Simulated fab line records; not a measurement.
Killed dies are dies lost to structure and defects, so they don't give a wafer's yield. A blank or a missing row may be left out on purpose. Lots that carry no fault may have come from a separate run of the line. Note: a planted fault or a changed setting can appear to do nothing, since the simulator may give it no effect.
A struck lot beside a sound one / flow nand harc / 15 steps out of a route of 1302
Sound: wafers L623.1, L623.3, L623.6. Struck: wafer L636.2 (left out: L636.3, a lot-mate that was not struck); the cause follows at the end.
Per side, at each step with rows, come the tool, then ch with its chambers, and then its first start. Under that, the readings that differ: sound wafers / struck wafers / difference of the means / sigmas: that difference in standard deviations of wafers without a fault.
alike: readings whose means differ by less than 2 such deviations, and words and numbers that are the same on both sides. not compared: withheld readings, readings that some wafer has no value for, bounds like >300 that may hide the same value, and numbers for which the record gives no deviation and whose values overlap.
The two part at a step that has a row with sigmas, a row that says differs or no value, or rows on one side only. Numbers that don't overlap but have no deviation are shown without sigmas and don't part them. Lack of a reading on every wafer of one side parts them only where that side has two or more wafers.

first, 4 steps without rows for these wafers: NHARC_A_DECK1_JOINT_CURE_26 (time 32 s); NHARC_A_DECK1_JOINT_ANNEAL_27 (time 3600 s); NHARC_A_DECK1_JOINT_ANNEAL_28 (time 1800 s); NHARC_A_DECK1_JOINT_ANNEAL_29 (time 1800 s).
NHARC_A_DECK1_JOINT_CMP_02: polishes SiOx.
  sound on cmp-03 ch 0,1,2, day 12 16:10; struck on cmp-04 ch 0, day 18 23:59
  alike: motor current A, slurry flow ml min
next, for these wafers, 1 step has no rows: NHARC_A_DECK1_JOINT_SRD_15.
NHARC_A_DECK1_JOINT_DEP_16: deposits SiO2, target thk 45 nm.
  sound on pecvd-03 ch 0,1,2, day 12 16:32; struck on pecvd-03 ch 1, day 19 00:22
reading=heater power w (W); sound=459 483 727; struck=730; difference=+174; sigmas=+2
  alike: showerhead vpp V, throttle valve pct
NHARC_A_DECK1_JOINT_THK_MEAS_17: measures by ellipsometry.
  struck on film metro-01, day 19 00:39; sound on film metro-02, day 12 16:48
  alike: thk nm
NHARC_A_DECK1_JOINT_INSPECT_05:
  struck on defect inspect-02, day 19 00:41; sound on defect inspect-02, day 12 16:50
  alike: raw defect count
then, 1 step without rows for these wafers: NHARC_A_ONON_D2_DEP_00 (target thk 1000 nm).
NHARC_A_ONON_D2_THK_MEAS_02: measures by ellipsometry.
  struck on film metro-02, day 19 01:15; sound on film metro-01, day 12 17:25
  alike: thk nm
NHARC_A_ONON_D2_DEP_03: target thk 1000 nm.
  sound on pecvd onon-03 ch 0, day 12 17:29; struck on pecvd onon-03 ch 0, day 19 01:22
  alike: n2 flow sccm
NHARC_A_ONON_D2_THK_MEAS_05: measures by ellipsometry.
  struck on film metro-01, day 19 01:49; sound on film metro-02, day 12 17:59
reading=thk nm (nm); sound=1026 1027 1026; struck=1048; difference=+22; sigmas=+2
then, 1 step without rows for these wafers: NHARC_A_ONON_D2_DEP_06 (target thk 1000 nm).
-- break in the record here, with 13 days between the starts of the struck wafers on either side (left off in module A_ONON_D2, picked up again in module END, where the first step shown is number 1302 on the route) --
NHARC_END_SORT_01:
  here the record holds rows for the struck wafers (prober-01 ch 0, day 31 20:50) but none for the sound ones

== WHERE THEY PART ==
Earliest at NHARC_A_DECK1_JOINT_DEP_16; latest, in this record, at NHARC_END_SORT_01.

WHY: what the simulator had put in
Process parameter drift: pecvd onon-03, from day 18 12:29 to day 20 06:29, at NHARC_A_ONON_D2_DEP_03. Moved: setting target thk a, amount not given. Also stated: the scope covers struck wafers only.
